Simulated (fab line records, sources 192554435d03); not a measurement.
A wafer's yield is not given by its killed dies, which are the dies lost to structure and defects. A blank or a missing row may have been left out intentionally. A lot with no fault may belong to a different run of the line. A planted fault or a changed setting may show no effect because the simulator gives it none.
fab line records :: flow n5Finfet :: part 2 of 2: steps 16 to 21 of 21
record:
  lots: 5
  wafers: 15
  lastDay: 16
route steps=1938 shown BEOL_M0_SAQP@652
lots with no fault: from the same line, run without faults
startH: the number of hours between the record's first day and the start of the first shown wafer of the lot :: waitH: hours from the lot's prior step to this one :: " identical to the entry in the row above :: L1.1+2: a row that stands for several wafers :: - no value present, or no start provided :: * or withheld: withheld :: < > ~ a bound
route shown NAME@n: a module of which the file shows steps, and the number in the route of the first :: usual: average and standard deviation across the fault-free wafers :: same: alike in all rows :: chamber/n: place in a boat :: sites: each site's reading :: _std_site: the values' standard deviation :: _edge_site: mean of outer sites minus mean of inner sites :: radiusMm: how far each site lies from the wafer's centre :: mask NAME#n: copy n :: behind: the last tool/chamber to shape the wafer :: hold: the reason the lot was held/the length of the hold in hours/how it ended :: device: the transistor (n, p or np) that didn't switch :: end of line: tests run on the same wafers once the route is complete :: step lacking rows: just its recipe :: killed: at the first sort, the dies lost to defects and structure; wafer yield is something else :: map: shows each die of a wafer: x if killed, . if not, _ if none is there
set.NAME: the setting that was run; set.NAME@STEP: the one run at that earlier step :: model.NAME: the simulator's own value behind a step, which no gauge read
a table for each step, a row for each wafer; lots at some steps of the route
services: when a tool's chamber went out of use (startH, in hours from the record's first day, below 0 if earlier), for how many hours, and the reason
== steps ==
step: N5_BEOL_M0_SAQP_ETCH_101
recipe:
  chemistry: CH3F/O2
  target: SiNx
  maskMaterial: SiO2
  targetDepthA: 299
  timeS: 42.7
  pressureMtorr: 30
  sourceW: 395
  biasW: 73
  Ar_flow_sccm: 150
  CH3F_flow_sccm: 30
  O2_flow_sccm: 20
  ionEnergyEv: 120
usual:
  CH3F_flow_sccm: 30.00/0.083
  drypumpMotorCurrentA: 5.5/0.55
  oes_ar_750_au: 0.78/0.077
  oes_o_777_au: 0.77/0.077
  oesProductAu: 0.78/0.081
  rfVppV: 292/5.7
  showerheadPlenumPTorr: 1.99/0.088
  throttleValvePct: 16.47/0.25
same:
  timeS: 42.7
lot.wafer: L076.1
tool: rieDiel-06
chamber: 0
startH: 121.75
waitH: 0.0
CH3F_flow_sccm: 29.96
drypumpMotorCurrentA: 6.2
oes_ar_750_au: 0.73
oes_o_777_au: 0.72
oesProductAu: 0.73
rfHoursCounterH: 205
rfVppV: 302
showerheadPlenumPTorr: 1.89
throttleValvePct: 16.76

lot.wafer: L076.4
tool: rieDiel-06
chamber: 2
startH: 121.75
waitH: 0.0
CH3F_flow_sccm: 30.10
drypumpMotorCurrentA: 4.8
oes_ar_750_au: 0.71
oes_o_777_au: 0.70
oesProductAu: 0.70
rfHoursCounterH: 208
rfVppV: 291
showerheadPlenumPTorr: 1.99
throttleValvePct: 16.69

lot.wafer: L076.5
tool: rieDiel-06
chamber: 2
startH: 121.75
waitH: 0.0
CH3F_flow_sccm: 30.00
drypumpMotorCurrentA: 4.7
oes_ar_750_au: 0.71
oes_o_777_au: 0.70
oesProductAu: 0.70
rfHoursCounterH: -
rfVppV: 289
showerheadPlenumPTorr: 1.99
throttleValvePct: 16.70

lot.wafer: L079.3
tool: rieDiel-02
chamber: 3
startH: 141.93
waitH: 0.0
CH3F_flow_sccm: 30.01
drypumpMotorCurrentA: 6.0
oes_ar_750_au: 0.67
oes_o_777_au: 0.64
oesProductAu: 0.67
rfHoursCounterH: 245
rfVppV: 303
showerheadPlenumPTorr: 2.08
throttleValvePct: 16.64

lot.wafer: L079.4
tool: rieDiel-02
chamber: 0
startH: 141.93
waitH: 0.0
CH3F_flow_sccm: 29.93
drypumpMotorCurrentA: 5.7
oes_ar_750_au: 0.75
oes_o_777_au: 0.76
oesProductAu: 0.75
rfHoursCounterH: 129
rfVppV: 299
showerheadPlenumPTorr: 1.85
throttleValvePct: 16.64

lot.wafer: L079.5
tool: rieDiel-02
chamber: 1
startH: 141.93
waitH: 0.0
CH3F_flow_sccm: 30.02
drypumpMotorCurrentA: 5.5
oes_ar_750_au: 0.70
oes_o_777_au: 0.70
oesProductAu: 0.71
rfHoursCounterH: -
rfVppV: 285
showerheadPlenumPTorr: 1.98
throttleValvePct: 16.84

lot.wafer: L080.2
tool: rieDiel-02
chamber: 1
startH: 145.35
waitH: 0.0
CH3F_flow_sccm: 30.20
drypumpMotorCurrentA: 5.5
oes_ar_750_au: 0.70
oes_o_777_au: 0.69
oesProductAu: 0.70
rfHoursCounterH: 220
rfVppV: 284
showerheadPlenumPTorr: 1.98
throttleValvePct: 16.84

lot.wafer: L080.5
tool: rieDiel-02
chamber: 2
startH: 145.35
waitH: 0.0
CH3F_flow_sccm: 29.97
drypumpMotorCurrentA: 5.7
oes_ar_750_au: 0.85
oes_o_777_au: 0.85
oesProductAu: 0.85
rfHoursCounterH: -
rfVppV: 287
showerheadPlenumPTorr: 1.94
throttleValvePct: 16.28

lot.wafer: L080.6
tool: rieDiel-02
chamber: 1
startH: 145.35
waitH: 0.0
CH3F_flow_sccm: 30.17
drypumpMotorCurrentA: 5.4
oes_ar_750_au: 0.70
oes_o_777_au: 0.69
oesProductAu: 0.70
rfHoursCounterH: -
rfVppV: 283
showerheadPlenumPTorr: 1.98
throttleValvePct: 16.84

lot.wafer: L088.2
tool: rieDiel-06
chamber: 1
startH: 195.00
waitH: 0.0
CH3F_flow_sccm: 30.05
drypumpMotorCurrentA: 5.4
oes_ar_750_au: 0.82
oes_o_777_au: 0.81
oesProductAu: 0.80
rfHoursCounterH: 102
rfVppV: 291
showerheadPlenumPTorr: 2.11
throttleValvePct: 16.29

lot.wafer: L088.3
tool: rieDiel-06
chamber: 3
startH: 195.00
waitH: 0.0
CH3F_flow_sccm: 30.20
drypumpMotorCurrentA: 4.7
oes_ar_750_au: 0.82
oes_o_777_au: 0.82
oesProductAu: 0.83
rfHoursCounterH: 96
rfVppV: 292
showerheadPlenumPTorr: 2.00
throttleValvePct: 16.33

lot.wafer: L088.4
tool: rieDiel-06
chamber: 0
startH: 195.00
waitH: 0.0
CH3F_flow_sccm: 30.07
drypumpMotorCurrentA: 6.2
oes_ar_750_au: 0.72
oes_o_777_au: 0.71
oesProductAu: 0.71
rfHoursCounterH: 224
rfVppV: 303
showerheadPlenumPTorr: 1.89
throttleValvePct: 16.82

lot.wafer: L095.1
tool: rieDiel-06
chamber: 1
startH: 234.66
waitH: 0.0
CH3F_flow_sccm: 30.00
drypumpMotorCurrentA: 5.4
oes_ar_750_au: 0.80
oes_o_777_au: 0.80
oesProductAu: 0.79
rfHoursCounterH: 114
rfVppV: 291
showerheadPlenumPTorr: 2.11
throttleValvePct: 16.32

lot.wafer: L095.3
tool: rieDiel-06
chamber: 0
startH: 234.66
waitH: 0.0
CH3F_flow_sccm: 29.99
drypumpMotorCurrentA: 6.2
oes_ar_750_au: 0.71
oes_o_777_au: 0.70
oesProductAu: 0.70
rfHoursCounterH: 236
rfVppV: 302
showerheadPlenumPTorr: 1.89
throttleValvePct: 16.84

lot.wafer: L095.4
tool: rieDiel-06
chamber: 2
startH: 234.66
waitH: 0.0
CH3F_flow_sccm: 30.09
drypumpMotorCurrentA: 4.7
oes_ar_750_au: 0.68
oes_o_777_au: 0.67
oesProductAu: 0.68
rfHoursCounterH: 244
rfVppV: 289
showerheadPlenumPTorr: 1.98
throttleValvePct: 16.75
step: N5_BEOL_M0_SAQP_ETCH_102
recipe:
  chemistry: CF4
  target: SiO2
  targetDepthA: 40
  ionEnergyEv: 350
  timeS: 4.4
  pressureMtorr: 10
  icpW: 800
  biasW: 400
  cf4FlowSccm: 80
usual:
  drypumpMotorCurrentA: 5.8/0.44
  oesProductAu: 0.992/0.029
  throttleValvePct: 21.87/0.21
same:
  timeS: 4.4
lot.wafer: L076.1
tool: rieSi-06
chamber: 3
startH: 121.86
waitH: 0.1
drypumpMotorCurrentA: 4.9
oesProductAu: 1.035
rfHoursCounterH: 86
throttleValvePct: 22.24

lot.wafer: L076.4
tool: rieSi-06
chamber: 0
startH: 121.86
waitH: 0.1
drypumpMotorCurrentA: 6.2
oesProductAu: 0.992
rfHoursCounterH: 142
throttleValvePct: 21.80

lot.wafer: L076.5
tool: rieSi-06
chamber: 1
startH: 121.86
waitH: 0.1
drypumpMotorCurrentA: 6.1
oesProductAu: 1.020
rfHoursCounterH: -
throttleValvePct: 22.01

lot.wafer: L079.3
tool: rieSi-03
chamber: 2
startH: 142.03
waitH: 0.1
drypumpMotorCurrentA: 5.2
oesProductAu: 0.994
rfHoursCounterH: 166
throttleValvePct: 21.61

lot.wafer: L079.4
tool: rieSi-03
chamber: 0
startH: 142.03
waitH: 0.1
drypumpMotorCurrentA: 6.0
oesProductAu: 1.029
rfHoursCounterH: 186
throttleValvePct: 22.16

lot.wafer: L079.5
tool: rieSi-03
chamber: 3
startH: 142.03
waitH: 0.1
drypumpMotorCurrentA: 5.6
oesProductAu: 1.001
rfHoursCounterH: -
throttleValvePct: 22.07

lot.wafer: L080.2
tool: rieSi-06
chamber: 1
startH: 145.45
waitH: 0.1
drypumpMotorCurrentA: 6.1
oesProductAu: 1.020
rfHoursCounterH: 72
throttleValvePct: 22.02

lot.wafer: L080.5
tool: rieSi-06
chamber: 1
startH: 145.45
waitH: 0.1
drypumpMotorCurrentA: 6.1
oesProductAu: 1.022
rfHoursCounterH: -
throttleValvePct: 22.03

lot.wafer: L080.6
tool: rieSi-06
chamber: 0
startH: 145.45
waitH: 0.1
drypumpMotorCurrentA: 6.1
oesProductAu: 0.995
rfHoursCounterH: -
throttleValvePct: 21.78

lot.wafer: L088.2
tool: rieSi-02
chamber: 1
startH: 195.10
waitH: 0.1
drypumpMotorCurrentA: 5.2
oesProductAu: 0.989
rfHoursCounterH: 87
throttleValvePct: 21.80

lot.wafer: L088.3
tool: rieSi-02
chamber: 0
startH: 195.10
waitH: 0.1
drypumpMotorCurrentA: 6.2
oesProductAu: 0.980
rfHoursCounterH: 0
throttleValvePct: 21.91

lot.wafer: L088.4
tool: rieSi-02
chamber: 3
startH: 195.10
waitH: 0.1
drypumpMotorCurrentA: 5.8
oesProductAu: 0.949
rfHoursCounterH: 47
throttleValvePct: 21.58

lot.wafer: L095.1
tool: rieSi-02
chamber: 2
startH: 234.76
waitH: 0.1
drypumpMotorCurrentA: 6.4
oesProductAu: 0.956
rfHoursCounterH: 38
throttleValvePct: 21.94

lot.wafer: L095.3
tool: rieSi-02
chamber: 0
startH: 234.76
waitH: 0.1
drypumpMotorCurrentA: 6.2
oesProductAu: 0.987
rfHoursCounterH: 1
throttleValvePct: 21.91

lot.wafer: L095.4
tool: rieSi-02
chamber: 1
startH: 234.76
waitH: 0.1
drypumpMotorCurrentA: 5.2
oesProductAu: 0.996
rfHoursCounterH: 88
throttleValvePct: 21.80
step: N5_BEOL_M0_SAQP_MANDREL_ETCH_103
recipe:
  chemistry: HBr/Cl2
  target: a-Si
  targetDepthA: 450
  btTimeS: 10
  stopOn: SiCN
  maskMaterial: SiO2
  overEtchFrac: 0.8
  timeS: 27
  pressureMtorr: 10
  icpW: 800
  biasW: 75
  HBr_flow_sccm: 150
  Cl2_flow_sccm: 80
  ends: endPoint
usual:
  HBr_flow_sccm: 150.0/0.44
  drypumpMotorCurrentA: 5.8/0.44
  oesProductAu: 0.674/0.015
  throttleValvePct: 35.6/0.44
same:
  overEtchFrac: 0.8
lot.wafer: L076.1
tool: rieSi-06
chamber: 3
startH: 121.89
waitH: 0.0
HBr_flow_sccm: 150.1
drypumpMotorCurrentA: 4.9
oesProductAu: 0.704
rfHoursCounterH: 86
throttleValvePct: 35.9

lot.wafer: L076.4
tool: rieSi-06
chamber: 0
startH: 121.89
waitH: 0.0
HBr_flow_sccm: 150.2
drypumpMotorCurrentA: 6.2
oesProductAu: 0.663
rfHoursCounterH: 142
throttleValvePct: 35.6

lot.wafer: L076.5
tool: rieSi-06
chamber: 1
startH: 121.89
waitH: 0.0
HBr_flow_sccm: 148.9
drypumpMotorCurrentA: 6.1
oesProductAu: 0.667
rfHoursCounterH: -
throttleValvePct: 36.1

lot.wafer: L079.3
tool: rieSi-03
chamber: 2
startH: 142.07
waitH: 0.0
HBr_flow_sccm: 150.0
drypumpMotorCurrentA: 5.2
oesProductAu: 0.676
rfHoursCounterH: 166
throttleValvePct: 35.0

lot.wafer: L079.4
tool: rieSi-03
chamber: 0
startH: 142.07
waitH: 0.0
HBr_flow_sccm: 150.4
drypumpMotorCurrentA: 6.0
oesProductAu: 0.690
rfHoursCounterH: 186
throttleValvePct: 35.6

lot.wafer: L079.5
tool: rieSi-03
chamber: 3
startH: 142.07
waitH: 0.0
HBr_flow_sccm: 150.1
drypumpMotorCurrentA: 5.6
oesProductAu: 0.691
rfHoursCounterH: -
throttleValvePct: 36.0

lot.wafer: L080.2
tool: rieSi-06
chamber: 1
startH: 145.49
waitH: 0.0
HBr_flow_sccm: 149.5
drypumpMotorCurrentA: 6.1
oesProductAu: 0.667
rfHoursCounterH: 72
throttleValvePct: 36.1

lot.wafer: L080.5
tool: rieSi-06
chamber: 1
startH: 145.49
waitH: 0.0
HBr_flow_sccm: 149.3
drypumpMotorCurrentA: 6.1
oesProductAu: 0.679
rfHoursCounterH: -
throttleValvePct: 36.1

lot.wafer: L080.6
tool: rieSi-06
chamber: 0
startH: 145.49
waitH: 0.0
HBr_flow_sccm: 151.2
drypumpMotorCurrentA: 6.2
oesProductAu: 0.674
rfHoursCounterH: -
throttleValvePct: 35.6

lot.wafer: L088.2
tool: rieSi-02
chamber: 1
startH: 195.13
waitH: 0.0
HBr_flow_sccm: 149.3
drypumpMotorCurrentA: 5.2
oesProductAu: 0.663
rfHoursCounterH: 87
throttleValvePct: 35.6

lot.wafer: L088.3
tool: rieSi-02
chamber: 0
startH: 195.13
waitH: 0.0
HBr_flow_sccm: 149.7
drypumpMotorCurrentA: 6.1
oesProductAu: 0.668
rfHoursCounterH: 0
throttleValvePct: 35.6

lot.wafer: L088.4
tool: rieSi-02
chamber: 3
startH: 195.13
waitH: 0.0
HBr_flow_sccm: 149.4
drypumpMotorCurrentA: 5.9
oesProductAu: 0.666
rfHoursCounterH: 47
throttleValvePct: 34.7

lot.wafer: L095.1
tool: rieSi-02
chamber: 2
startH: 234.80
waitH: 0.0
HBr_flow_sccm: 150.5
drypumpMotorCurrentA: 6.3
oesProductAu: 0.686
rfHoursCounterH: 38
throttleValvePct: 36.0

lot.wafer: L095.3
tool: rieSi-02
chamber: 0
startH: 234.80
waitH: 0.0
HBr_flow_sccm: 149.9
drypumpMotorCurrentA: 6.2
oesProductAu: 0.654
rfHoursCounterH: 1
throttleValvePct: 35.6

lot.wafer: L095.4
tool: rieSi-02
chamber: 1
startH: 234.80
waitH: 0.0
HBr_flow_sccm: 149.5
drypumpMotorCurrentA: 5.2
oesProductAu: 0.657
rfHoursCounterH: 88
throttleValvePct: 35.6
step: N5_BEOL_M0_SAQP_RECESS_104
recipe:
  chemistry: HF/NH3
  target: SiO2
  targetDepthA: 180
  afsCycles: 3
  tempC: 30
  sublimationTempC: 180
  sublimationTimeS: 60
usual:
  drypumpMotorCurrentA: 5.7/0.36
  sublimationTempC: 179.99/0.16
lot.wafer: L076.1
tool: vaporEtch-01
chamber: 0
startH: 121.97
waitH: 0.1
drypumpMotorCurrentA: 6.1
sublimationTempC: 180.04

lot.wafer: L076.4
tool: vaporEtch-01
chamber: 0
startH: 121.97
waitH: 0.1
drypumpMotorCurrentA: 6.1
sublimationTempC: 180.09

lot.wafer: L076.5
tool: vaporEtch-01
chamber: 1
startH: 121.97
waitH: 0.1
drypumpMotorCurrentA: 5.3
sublimationTempC: 179.87

lot.wafer: L079.3
tool: vaporEtch-01
chamber: 0
startH: 142.27
waitH: 0.2
drypumpMotorCurrentA: 6.1
sublimationTempC: 179.66

lot.wafer: L079.4
tool: vaporEtch-01
chamber: 1
startH: 142.27
waitH: 0.2
drypumpMotorCurrentA: 5.3
sublimationTempC: 180.26

lot.wafer: L079.5
tool: vaporEtch-01
chamber: 1
startH: 142.27
waitH: 0.2
drypumpMotorCurrentA: 5.3
sublimationTempC: 180.22

lot.wafer: L080.2
tool: vaporEtch-02
chamber: 0
startH: 145.57
waitH: 0.1
drypumpMotorCurrentA: 5.9
sublimationTempC: 179.96

lot.wafer: L080.5
tool: vaporEtch-02
chamber: 1
startH: 145.57
waitH: 0.1
drypumpMotorCurrentA: 5.5
sublimationTempC: 180.12

lot.wafer: L080.6
tool: vaporEtch-02
chamber: 0
startH: 145.57
waitH: 0.1
drypumpMotorCurrentA: 6.0
sublimationTempC: 179.91

lot.wafer: L088.2
tool: vaporEtch-01
chamber: 1
startH: 195.21
waitH: 0.1
drypumpMotorCurrentA: 5.3
sublimationTempC: 180.12

lot.wafer: L088.3
tool: vaporEtch-01
chamber: 1
startH: 195.21
waitH: 0.1
drypumpMotorCurrentA: 5.3
sublimationTempC: 179.87

lot.wafer: L088.4
tool: vaporEtch-01
chamber: 0
startH: 195.21
waitH: 0.1
drypumpMotorCurrentA: 6.1
sublimationTempC: 180.00

lot.wafer: L095.1
tool: vaporEtch-02
chamber: 1
startH: 234.88
waitH: 0.1
drypumpMotorCurrentA: 5.5
sublimationTempC: 180.33

lot.wafer: L095.3
tool: vaporEtch-02
chamber: 0
startH: 234.88
waitH: 0.1
drypumpMotorCurrentA: 6.0
sublimationTempC: 180.17

lot.wafer: L095.4
tool: vaporEtch-02
chamber: 1
startH: 234.88
waitH: 0.1
drypumpMotorCurrentA: 5.5
sublimationTempC: 180.06
step: N5_BEOL_M0_SAQP_COAT_105
recipe:
  resist: SOC
  tempC: 250
  timeS: 60
  spinRpm: 1500
  resistThkNm: 100
usual:
  dispensePressureKPa: 48/4.2
  heaterPowerTotalW: 500.3/1.8
  resistLineTempC: 23.00/0.11
same:
  timeS: 60
lot.wafer: L076.1
tool: lithoTrack-03
chamber: 0
startH: 122.36
waitH: 0.3
dispensePressureKPa: 45
heaterPowerTotalW: 500.0
resistLineTempC: 22.94

lot.wafer: L076.4
tool: lithoTrack-03
chamber: 0
startH: 122.36
waitH: 0.3
dispensePressureKPa: 45
heaterPowerTotalW: 501.4
resistLineTempC: 22.86

lot.wafer: L076.5
tool: lithoTrack-03
chamber: 0
startH: 122.36
waitH: 0.3
dispensePressureKPa: 45
heaterPowerTotalW: 499.8
resistLineTempC: 22.87

lot.wafer: L079.3
tool: lithoTrack-03
chamber: 0
startH: 142.54
waitH: 0.2
dispensePressureKPa: 45
heaterPowerTotalW: 498.5
resistLineTempC: 22.98

lot.wafer: L079.4
tool: lithoTrack-03
chamber: 0
startH: 142.54
waitH: 0.2
dispensePressureKPa: 45
heaterPowerTotalW: 502.1
resistLineTempC: 22.97

lot.wafer: L079.5
tool: lithoTrack-03
chamber: 0
startH: 142.54
waitH: 0.2
dispensePressureKPa: 45
heaterPowerTotalW: 500.3
resistLineTempC: 22.79

lot.wafer: L080.2
tool: lithoTrack-02
chamber: 0
startH: 145.96
waitH: 0.3
dispensePressureKPa: 53
heaterPowerTotalW: 499.3
resistLineTempC: 23.29

lot.wafer: L080.5
tool: lithoTrack-02
chamber: 0
startH: 145.96
waitH: 0.3
dispensePressureKPa: 53
heaterPowerTotalW: 498.7
resistLineTempC: 23.08

lot.wafer: L080.6
tool: lithoTrack-02
chamber: 0
startH: 145.96
waitH: 0.3
dispensePressureKPa: 53
heaterPowerTotalW: 497.7
resistLineTempC: 23.15

lot.wafer: L088.2
tool: lithoTrack-02
chamber: 0
startH: 195.60
waitH: 0.3
dispensePressureKPa: 53
heaterPowerTotalW: 497.5
resistLineTempC: 22.92

lot.wafer: L088.3
tool: lithoTrack-02
chamber: 0
startH: 195.60
waitH: 0.3
dispensePressureKPa: 53
heaterPowerTotalW: 497.9
resistLineTempC: 23.03

lot.wafer: L088.4
tool: lithoTrack-02
chamber: 0
startH: 195.60
waitH: 0.3
dispensePressureKPa: 53
heaterPowerTotalW: 500.0
resistLineTempC: 22.95

lot.wafer: L095.1
tool: lithoTrack-03
chamber: 0
startH: 235.26
waitH: 0.3
dispensePressureKPa: 45
heaterPowerTotalW: 497.4
resistLineTempC: 23.05

lot.wafer: L095.3
tool: lithoTrack-03
chamber: 0
startH: 235.26
waitH: 0.3
dispensePressureKPa: 45
heaterPowerTotalW: 502.1
resistLineTempC: 23.05

lot.wafer: L095.4
tool: lithoTrack-03
chamber: 0
startH: 235.26
waitH: 0.3
dispensePressureKPa: 45
heaterPowerTotalW: 499.4
resistLineTempC: 22.94
step: N5_BEOL_M0_SAQP_ETCH_106
recipe:
  chemistry: N2/H2
  target: SOC
  targetDepthA: 1500
  stopOn: SiNx
  ionEnergyEv: 100
  biasW: 61
  pressureMtorr: 30
  sourceW: 850
  n2FlowSccm: 200
  h2FlowSccm: 200
usual:
  drypumpMotorCurrentA: 5.5/0.52
  oesProductAu: 0.77/0.083
  rfVppV: 240.5/1.6
  showerheadPlenumPTorr: 2.52/0.11
  throttleValvePct: 17.9/0.3
lot.wafer: L076.1
tool: rieDiel-02
chamber: 1
startH: 122.42
waitH: -
drypumpMotorCurrentA: 5.5
oesProductAu: 0.69
rfHoursCounterH: 212
rfVppV: 240.0
showerheadPlenumPTorr: 2.50
throttleValvePct: 18.1

lot.wafer: L076.4
tool: rieDiel-02
chamber: 2
startH: 122.42
waitH: -
drypumpMotorCurrentA: 5.7
oesProductAu: 0.86
rfHoursCounterH: 56
rfVppV: 240.8
showerheadPlenumPTorr: 2.46
throttleValvePct: 17.7

lot.wafer: L076.5
tool: rieDiel-02
chamber: 1
startH: 122.42
waitH: -
drypumpMotorCurrentA: 5.5
oesProductAu: 0.70
rfHoursCounterH: -
rfVppV: 241.2
showerheadPlenumPTorr: 2.50
throttleValvePct: 18.1

lot.wafer: L079.3
tool: rieDiel-06
chamber: 1
startH: 142.61
waitH: -
drypumpMotorCurrentA: 5.4
oesProductAu: 0.80
rfHoursCounterH: 86
rfVppV: 242.1
showerheadPlenumPTorr: 2.65
throttleValvePct: 17.4

lot.wafer: L079.4
tool: rieDiel-06
chamber: 2
startH: 142.61
waitH: -
drypumpMotorCurrentA: 4.7
oesProductAu: 0.69
rfHoursCounterH: 216
rfVppV: 241.1
showerheadPlenumPTorr: 2.52
throttleValvePct: 18.1

lot.wafer: L079.5
tool: rieDiel-06
chamber: 2
startH: 142.61
waitH: -
drypumpMotorCurrentA: 4.8
oesProductAu: 0.68
rfHoursCounterH: -
rfVppV: 240.3
showerheadPlenumPTorr: 2.52
throttleValvePct: 18.2

lot.wafer: L080.2
tool: rieDiel-06
chamber: 3
startH: 146.07
waitH: -
drypumpMotorCurrentA: 4.8
oesProductAu: 0.83
rfHoursCounterH: 82
rfVppV: 240.4
showerheadPlenumPTorr: 2.56
throttleValvePct: 17.7

lot.wafer: L080.5
tool: rieDiel-06
chamber: 1
startH: 146.07
waitH: -
drypumpMotorCurrentA: 5.4
oesProductAu: 0.81
rfHoursCounterH: -
rfVppV: 243.5
showerheadPlenumPTorr: 2.65
throttleValvePct: 17.4

lot.wafer: L080.6
tool: rieDiel-06
chamber: 2
startH: 146.07
waitH: -
drypumpMotorCurrentA: 4.7
oesProductAu: 0.68
rfHoursCounterH: -
rfVppV: 238.7
showerheadPlenumPTorr: 2.51
throttleValvePct: 18.2

lot.wafer: L088.2
tool: rieDiel-02
chamber: 2
startH: 195.83
waitH: -
drypumpMotorCurrentA: 5.6
oesProductAu: 0.83
rfHoursCounterH: 80
rfVppV: 240.5
showerheadPlenumPTorr: 2.45
throttleValvePct: 17.8

lot.wafer: L088.3
tool: rieDiel-02
chamber: 3
startH: 195.83
waitH: -
drypumpMotorCurrentA: 6.0
oesProductAu: 0.92
rfHoursCounterH: 6
rfVppV: 242.0
showerheadPlenumPTorr: 2.62
throttleValvePct: 17.5

lot.wafer: L088.4
tool: rieDiel-02
chamber: 0
startH: 195.83
waitH: -
drypumpMotorCurrentA: 5.7
oesProductAu: 0.74
rfHoursCounterH: 146
rfVppV: 239.1
showerheadPlenumPTorr: 2.36
throttleValvePct: 18.3

lot.wafer: L095.1
tool: rieDiel-02
chamber: 3
startH: 235.33
waitH: -
drypumpMotorCurrentA: 6.0
oesProductAu: 0.90
rfHoursCounterH: 17
rfVppV: 240.4
showerheadPlenumPTorr: 2.61
throttleValvePct: 17.5

lot.wafer: L095.3
tool: rieDiel-02
chamber: 0
startH: 235.33
waitH: -
drypumpMotorCurrentA: 5.7
oesProductAu: 0.72
rfHoursCounterH: 157
rfVppV: 237.8
showerheadPlenumPTorr: 2.35
throttleValvePct: 18.3

lot.wafer: L095.4
tool: rieDiel-02
chamber: 1
startH: 235.33
waitH: -
drypumpMotorCurrentA: 5.5
oesProductAu: 0.66
rfHoursCounterH: 247
rfVppV: 239.8
showerheadPlenumPTorr: 2.49
throttleValvePct: 18.2
== services ==
tool: rieDiel-06
chamber: -
startH: 98.98
hours: 0.4
kind: repair

tool: aldSin-02
chamber: -
startH: 102.55
hours: 2.8
kind: pm

tool: rieDiel-03
chamber: 0
startH: 115.96
hours: 8.9
kind: repair

tool: rieSi-03
chamber: -
startH: 126.25
hours: 0.8
kind: repair

tool: aldSin-03
chamber: 0
startH: 149.07
hours: 8.7
kind: repair

tool: vaporEtch-01
chamber: 0
startH: 149.91
hours: 6.6
kind: repair

tool: rieDiel-02
chamber: 3
startH: 159.07
hours: -
kind: clean

tool: rieDiel-02
chamber: 3
startH: 159.07
hours: -
kind: consumableReplace:focusRing

tool: rieDiel-02
chamber: 3
startH: 159.07
hours: 16.3
kind: scheduledDown

tool: rieDiel-02
chamber: 3
startH: 159.07
hours: 16.3
kind: ventCycle

tool: rieSi-02
chamber: 0
startH: 160.57
hours: -
kind: clean

tool: rieSi-02
chamber: 0
startH: 160.57
hours: 24.8
kind: scheduledDown

tool: rieSi-02
chamber: 0
startH: 160.57
hours: 24.8
kind: ventCycle

tool: rieDiel-06
chamber: 0
startH: 163.38
hours: 9.6
kind: repair

tool: aldSin-03
chamber: -
startH: 164.77
hours: 4.3
kind: pm

tool: aldSin-03
chamber: -
startH: 176.75
hours: 14.0
kind: pm

tool: aldSin-03
chamber: 0
startH: 176.75
hours: 14.0
kind: ventCycle

tool: aldSin-03
chamber: 1
startH: 176.75
hours: 14.0
kind: ventCycle

tool: vaporEtch-01
chamber: -
startH: 177.72
hours: 0.4
kind: repair

tool: aldSin-01
chamber: -
startH: 199.61
hours: 1.2
kind: repair

tool: rieSi-03
chamber: 0
startH: 213.45
hours: -
kind: clean

tool: rieSi-03
chamber: 0
startH: 213.45
hours: 19.0
kind: scheduledDown

tool: rieSi-03
chamber: 0
startH: 213.45
hours: 19.0
kind: ventCycle

tool: aldSin-02
chamber: -
startH: 231.00
hours: 0.8
kind: repair
